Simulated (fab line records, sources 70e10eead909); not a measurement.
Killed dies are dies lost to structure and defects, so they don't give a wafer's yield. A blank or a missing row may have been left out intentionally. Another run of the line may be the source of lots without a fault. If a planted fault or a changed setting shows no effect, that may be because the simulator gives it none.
Which tool was responsible? / flow nand-harc / Sampling: 24 lots, 72 wafers, 2 of 1159 route steps

WHAT THE GAUGES READ, wafer by wafer
NHARC_A_CONTACT_CD_MEAS_42: the cd target is 200 nm. Usual: cd-nm reads 200.1 nm (standard deviation 0.62).
lot=L074; measured=day 16 06:25; on=cd-sem-03; cd-nm (nm)=200.0 199.3 200.0; flag=
lot=L075; measured=day 16 14:19; on=cd-sem-03; cd-nm (nm)=199.2 199.4 199.4; flag=
lot=L077; measured=day 16 22:56; on=cd-sem-03; cd-nm (nm)=200.2 200.3 200.5; flag=
lot=L076; measured=day 17 00:41; on=cd-sem-02; cd-nm (nm)=200.1 200.0 200.6; flag=
lot=L079; measured=day 17 16:02; on=cd-sem-01; cd-nm (nm)=200.6 199.7 199.4; flag=
lot=L078; measured=day 17 22:14; on=cd-sem-03; cd-nm (nm)=198.8 199.9 199.2; flag=
lot=L080; measured=day 18 03:05; on=cd-sem-02; cd-nm (nm)=200.2 200.5 200.9; flag=
lot=L081; measured=day 18 08:59; on=cd-sem-01; cd-nm (nm)=201.2 200.9 199.6; flag=
lot=L082; measured=day 18 18:34; on=cd-sem-03; cd-nm (nm)=199.6 199.4 200.2; flag=
lot=L084; measured=day 18 18:56; on=cd-sem-03; cd-nm (nm)=200.1 200.6 200.3; flag=
lot=L083; measured=day 19 16:47; on=cd-sem-01; cd-nm (nm)=201.6 200.7 200.6; flag=
lot=L085; measured=day 19 16:56; on=cd-sem-03; cd-nm (nm)=200.1 200.7 198.9; flag=
lot=L086; measured=day 19 21:02; on=cd-sem-02; cd-nm (nm)=200.4 200.6 200.6; flag=
lot=L087; measured=day 19 21:20; on=cd-sem-01; cd-nm (nm)=200.5 201.1 199.8; flag=
lot=L092; measured=day 20 02:02; on=cd-sem-02; cd-nm (nm)=199.3 200.5 199.4; flag=
lot=L090; measured=day 20 02:12; on=cd-sem-01; cd-nm (nm)=199.5 199.9 200.0; flag=
lot=L089; measured=day 20 07:55; on=cd-sem-01; cd-nm (nm)=201.1 200.3 201.5; flag=
lot=L088; measured=day 20 08:17; on=cd-sem-02; cd-nm (nm)=200.0 200.3 200.1; flag=
lot=L091; measured=day 20 17:37; on=cd-sem-01; cd-nm (nm)=199.7 199.2 199.4; flag=
lot=L093; measured=day 21 09:50; on=cd-sem-01; cd-nm (nm)=199.7 200.0 199.8; flag=
lot=L094; measured=day 21 13:17; on=cd-sem-03; cd-nm (nm)=199.3 199.6 199.4; flag=
lot=L095; measured=day 21 17:30; on=cd-sem-03; cd-nm (nm)=199.9 199.4 199.5; flag=
lot=L097; measured=day 21 23:02; on=cd-sem-03; cd-nm (nm)=200.3 200.0 200.7; flag=
lot=L096; measured=day 22 05:25; on=cd-sem-02; cd-nm (nm)=199.4 200.1 199.9; flag=

NHARC_A_CONTACT_INSPECT_44. Usual: raw-defect-count reads 31 (standard deviation 15).
lot=L074; measured=day 16 06:32; on=defect-inspect-01; raw-defect-count=36 28 28; flag=
lot=L075; measured=day 16 14:26; on=defect-inspect-02; raw-defect-count=21 21 20; flag=
lot=L077; measured=day 16 23:04; on=defect-inspect-02; raw-defect-count=28 30 30; flag=
lot=L076; measured=day 17 00:49; on=defect-inspect-01; raw-defect-count=12 11 9; flag=
lot=L079; measured=day 17 16:10; on=defect-inspect-01; raw-defect-count=29 30 35; flag=
lot=L078; measured=day 17 22:22; on=defect-inspect-01; raw-defect-count=24 21 17; flag=
lot=L080; measured=day 18 03:12; on=defect-inspect-02; raw-defect-count=12 10 15; flag=
lot=L081; measured=day 18 09:07; on=defect-inspect-01; raw-defect-count=37 37 42; flag=
lot=L082; measured=day 18 18:41; on=defect-inspect-02; raw-defect-count=34 35 30; flag=
lot=L084; measured=day 18 19:03; on=defect-inspect-02; raw-defect-count=22 23 26; flag=
lot=L083; measured=day 19 16:54; on=defect-inspect-02; raw-defect-count=50 46 35; flag=
lot=L085; measured=day 19 17:04; on=defect-inspect-02; raw-defect-count=37 32 36; flag=
lot=L086; measured=day 19 21:10; on=defect-inspect-01; raw-defect-count=17 14 17; flag=
lot=L087; measured=day 19 21:27; on=defect-inspect-02; raw-defect-count=56 39 51; flag=
lot=L092; measured=day 20 02:10; on=defect-inspect-02; raw-defect-count=11 9 11; flag=
lot=L090; measured=day 20 02:19; on=defect-inspect-01; raw-defect-count=39 31 39; flag=
lot=L089; measured=day 20 08:03; on=defect-inspect-02; raw-defect-count=36 31 32; flag=
lot=L088; measured=day 20 08:25; on=defect-inspect-01; raw-defect-count=39 33 33; flag=
lot=L091; measured=day 20 17:44; on=defect-inspect-02; raw-defect-count=45 47 57; flag=
lot=L093; measured=day 21 09:58; on=defect-inspect-02; raw-defect-count=66 55 65; flag=
lot=L094; measured=day 21 13:24; on=defect-inspect-01; raw-defect-count=17 13 26; flag=
lot=L095; measured=day 21 17:37; on=defect-inspect-01; raw-defect-count=66 43 60; flag=
lot=L097; measured=day 21 23:10; on=defect-inspect-01; raw-defect-count=13 14 11; flag=
lot=L096; measured=day 22 05:32; on=defect-inspect-02; raw-defect-count=39 38 46; flag=

WHAT TOOL EACH LOT RAN ON (gives the tool, then ch and the chambers of the sampled wafers, and finally the start)
Record: no process step prior to these readings.

AS READ BY THE TOOLS THEMSELVES (means over the sampled wafers that have a number; for cases with no such wafer, the mark the record gives instead)
The record holds no such reading with a usual standard deviation.

THE ANSWER, worked out from the rows above alone
Rule: take the mean of a lot's wafers that have a number; if it is more than 3 standard deviations from the usual mean, the lot is off. Also off: a lot with no number at a reading for which 4 or more lots have one. Where the step has rows for the other lots, those lots are counted as sound. First the gauges in route order, then the tools' own readings, where a lot's mean is used as printed above. The first step at which some lot is off is used, and at that step the reading that is off furthest; a lot without a number counts as furthest.
Nothing can be told from this: no lot is off at any reading shown.

WHAT WAS PUT IN BY THE SIMULATOR
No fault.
